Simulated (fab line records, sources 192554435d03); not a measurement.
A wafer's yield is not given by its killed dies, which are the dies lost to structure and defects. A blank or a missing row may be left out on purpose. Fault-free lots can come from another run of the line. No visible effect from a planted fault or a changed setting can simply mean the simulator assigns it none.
Chamber matching / flow n5_finfet / 3 sister chambers for N5_BEOL_M9_DEP_56 on pecvd-03
The step deposits SiCN from 3MS/NH3, target thk 15 nm, time 26.5 s. 3 wafers are shown with their chamber, then 12 later ones without.

== WAFERS PAIRED WITH THEIR CHAMBERS ==
wafer=L090.3; chamber=1; showerhead_plenum_p_Torr (Torr)=3.667
wafer=L090.4; chamber=2; showerhead_plenum_p_Torr (Torr)=3.639
wafer=L090.6; chamber=0; showerhead_plenum_p_Torr (Torr)=3.682

== WAFERS WITH NO CHAMBER GIVEN ==
wafer=L091.2; showerhead_plenum_p_Torr (Torr)=3.665
wafer=L091.3; showerhead_plenum_p_Torr (Torr)=3.645
wafer=L091.6; showerhead_plenum_p_Torr (Torr)=3.687
wafer=L092.2; showerhead_plenum_p_Torr (Torr)=3.641
wafer=L092.3; showerhead_plenum_p_Torr (Torr)=3.683
wafer=L092.4; showerhead_plenum_p_Torr (Torr)=3.646
wafer=L094.1; showerhead_plenum_p_Torr (Torr)=3.668
wafer=L094.2; showerhead_plenum_p_Torr (Torr)=3.646
wafer=L094.4; showerhead_plenum_p_Torr (Torr)=3.698
wafer=L095.2; showerhead_plenum_p_Torr (Torr)=3.692
wafer=L095.3; showerhead_plenum_p_Torr (Torr)=3.673
wafer=L095.4; showerhead_plenum_p_Torr (Torr)=3.677

== WHICH CHAMBER EACH WENT THROUGH ==
wafer=L091.2; from the rows above=1; in truth=1
wafer=L091.3; from the rows above=2; in truth=2
wafer=L091.6; from the rows above=0; in truth=0
wafer=L092.2; from the rows above=2; in truth=2
wafer=L092.3; from the rows above=0; in truth=0
wafer=L092.4; from the rows above=2; in truth=2
wafer=L094.1; from the rows above=can't be placed: 1 or 0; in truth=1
wafer=L094.2; from the rows above=2; in truth=2
wafer=L094.4; from the rows above=0; in truth=0
wafer=L095.2; from the rows above=0; in truth=0
wafer=L095.3; from the rows above=can't be placed: 1 or 0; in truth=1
wafer=L095.4; from the rows above=can't be placed: 0 or 1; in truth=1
9 of 12 placed correctly. Cannot be placed on the basis of these rows: 3; the candidates contain the true chamber in 3. 0 placed wrongly.
How it was worked out, from the rows above alone: a wafer's distance from a chamber is the root of the sum, over the readings, of the square of ((its reading less the chamber's mean) divided by the reading's scatter). If the next closest chamber is less than 2 further off than the closest, the wafer can't be placed; otherwise it belongs to the closest. A chamber's mean is the mean of its shown wafers. The scatter: with one shown wafer a chamber, the root of the mean of the squares of how far each hidden wafer lies from its nearest shown one.
